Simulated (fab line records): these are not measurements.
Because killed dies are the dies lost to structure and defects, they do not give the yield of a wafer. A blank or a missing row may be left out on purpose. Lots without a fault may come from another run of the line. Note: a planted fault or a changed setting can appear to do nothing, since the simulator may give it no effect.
A struck lot beside a sound one ; flow n5-finfet ; 40 steps out of a route of 1938
Sound: wafers L144.2, L144.3, L144.6. Struck: wafer L134.4 (left out: L134.1, a lot-mate that was not struck); the cause follows at the end.
Each step with rows lists, per side, the tool, then ch with its chambers, then its first start. Under that, the readings that differ: sound wafers ; struck wafers ; difference of the means ; sigmas: that difference in standard deviations of wafers without a fault.
alike: readings with means less than 2 such deviations apart, plus words and numbers identical on both sides. not compared: withheld readings, readings lacking a value on some wafer, bounds such as >300 that could conceal the same value, and numbers that have no deviation in the record and whose values overlap.
A row with sigmas, a row that says differs or no value, or rows on one side alone: a step with any of these is where the two part. Numbers that don't overlap but have no deviation are shown without sigmas and don't part them. Lack of a reading on every wafer of one side parts them only where that side has two or more wafers.

first, 11 steps without rows for these wafers: N5_BEOL_M0_SAQP_SPACER1_ETCHBACK_99 (etches SiO2 in CHF3/O2, target depth 15.4 nm, time 7.7 s); N5_BEOL_M0_SAQP_MANDREL1_REMOVE_100 (chemistry HBr/Cl2/O2, target a-Si, stops on SiNx, bt time 10 s); N5_BEOL_M0_SAQP_ETCH_101 (etches SiNx in CH3F/O2, target depth 29.9 nm, time 42.7 s); N5_BEOL_M0_SAQP_ETCH_102 (etches SiO2 in CF4, target depth 4 nm, time 4.4 s); N5_BEOL_M0_SAQP_MANDREL_ETCH_103 (etches a-Si in HBr/Cl2, stops on SiCN, target depth 45 nm, bt time 10 s, time 27 s); N5_BEOL_M0_SAQP_RECESS_104 (chemistry HF/NH3, target SiO2, target depth 18 nm, afs cycles 3, sublimation time 60 s); N5_BEOL_M0_SAQP_COAT_105 (time 60 s, resist thk 100 nm); N5_BEOL_M0_SAQP_ETCH_106 (etches SOC in N2/H2, stops on SiNx, target depth 150 nm); N5_BEOL_M0_SAQP_ETCH_107 (etches SiNx in CH3F/O2, target depth 30 nm); N5_BEOL_M0_SAQP_STRIP_108 (strips in N2/H2); N5_BEOL_M0_SAQP_RECESS_109 (chemistry HF/NH3, target SiO2, target depth 3 nm, afs cycles 1, sublimation time 60 s).
N5_BEOL_M0_SAQP_SPACER2_ALD_26: deposits SiO2, target thk 15 nm, pulse time 1 s, purge time 2 s.
  sound on ald-sin-03 ch 0,2, day 11 04:13; struck on ald-sin-02 ch 2, day 8 17:17
reading;sound;struck;difference;sigmas
precursor-pulse-height-rel;0.981 1.002 0.978;1.044;+0.057;+3
model.SiO2_of_BEOL_M0_SAQP_SPACER2_ALD_26.thk-nm (nm);15 15 15;21.8;+6.8;
  alike: heater-power-w
then, 1 step without rows for these wafers: N5_BEOL_M0_SAQP_SPACER2_ETCHBACK_27 (etches SiO2 in CHF3/O2, target depth 22.5 nm, time 11.25 s).
N5_BEOL_M0_SAQP_MANDREL2_REMOVE_110: chemistry HBr/Cl2/O2, target a-Si, stops on SiCN, bt time 10 s.
  sound on rie-si-02 ch 0,2, day 11 04:51; struck on rie-si-06 ch 1, day 8 17:56
reading;sound;struck;difference;sigmas
model.BEOL_M0_SAQP.cd-nm (nm);15 14.8 15;21.8;+6.9;
model.SiO2_of_BEOL_M0_SAQP_SPACER2_ALD_26.thk-nm (nm);10.6 10.6 10.6;17.4;+6.8;
  alike: drypump-motor-current-A, oes-product-au, throttle-valve-pct
  not compared: rf-hours-counter-h
N5_BEOL_M0_SAQP_CD_MEAS_29: target cd 14.4 nm.
  sound on cd-sem-01 ch 0, day 11 04:58; struck on cd-sem-01 ch 0, day 8 18:02
reading;sound;struck;difference;sigmas
cd-nm (nm);14.93 14.82 14.91;22.02;+7.13;+29
then, 23 steps without rows for these wafers: N5_BEOL_M0_SAQP_COAT_69 (time 60 s, resist thk 90 nm); N5_BEOL_M0_SAQP_COAT_72 (time 60 s, resist thk 15 nm); N5_BEOL_M0_SAQP_COAT_87 (time 60 s, resist thk 5 nm); N5_BEOL_M0_SAQP_COAT_34 (resist thk 30 nm); N5_BEOL_M0_SAQP_EBR_36; N5_BEOL_M0_SAQP_SOFTBAKE_35 (time 60 s); N5_BEOL_M0_SAQP_EXPOSE_37 (exposes mask M0 CUT1, target cd 30 nm); N5_BEOL_M0_SAQP_PEB_38 (peb time 60 s); N5_BEOL_M0_SAQP_DEVELOP_39 (develop time 30 s); N5_BEOL_M0_SAQP_DESCUM_45 (chemistry O2, time 7 s); N5_BEOL_M0_SAQP_ETCH_88 (etches underlayer in N2/H2, target depth 6.5 nm, time 5.2 s); N5_BEOL_M0_SAQP_ETCH_73 (etches SiARC in CF4, target depth 19.5 nm, time 32.5 s); N5_BEOL_M0_SAQP_CUT_ETCH_46 (etches SOC in N2/H2, target depth 135 nm, overetch 27 nm, time 202.5 s); N5_BEOL_M0_SAQP_STRIP_74 (strips in N2/H2); N5_BEOL_M0_SAQP_STRIP_89 (strips in N2/H2); N5_BEOL_M0_SAQP_ALD_48 (deposits SiO2, target thk 20 nm, pulse time 1 s, co reactant pulse time 1 s); N5_BEOL_M0_SAQP_ETCH_49 (etches SiO2 in CF4/O2, target depth 37 nm); N5_BEOL_M0_SAQP_STRIP_75 (strips in CF4); N5_BEOL_M0_CUTY_COAT_50 (time 60 s, resist thk 15 nm); N5_BEOL_M0_CUTY_COAT_51 (resist thk 150 nm); N5_BEOL_M0_CUTY_EBR_52; N5_BEOL_M0_CUTY_SOFTBAKE_53 (time 60 s); N5_BEOL_M0_CUTY_EXPOSE_54 (exposes mask M0 ABLK).
N5_BEOL_M4_RC_MEAS_101:
  the record has rows for the sound wafers here (prober-02 ch 0, day 13 08:44) and none for the struck ones
-- here the record skips 7 days between the struck wafers' starts before and after, leaving off in module BEOL_M4 and picking up in module PASSIVATION (first step shown: number 1936 of the route) --
N5_PASSIVATION_PROBE_49:
  rows exist in the record for the struck wafers here (prober-02, day 15 20:39), but not for the sound ones

WHERE THEY PART
Last at N5_PASSIVATION_PROBE_49 as far as this record goes, first at N5_BEOL_M0_SAQP_SPACER2_ALD_26.

WHY: what had been put in by the simulator
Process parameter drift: ald-sin-02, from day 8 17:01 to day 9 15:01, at N5_BEOL_M0_SAQP_SPACER2_ALD_26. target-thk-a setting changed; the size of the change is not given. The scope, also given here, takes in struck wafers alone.
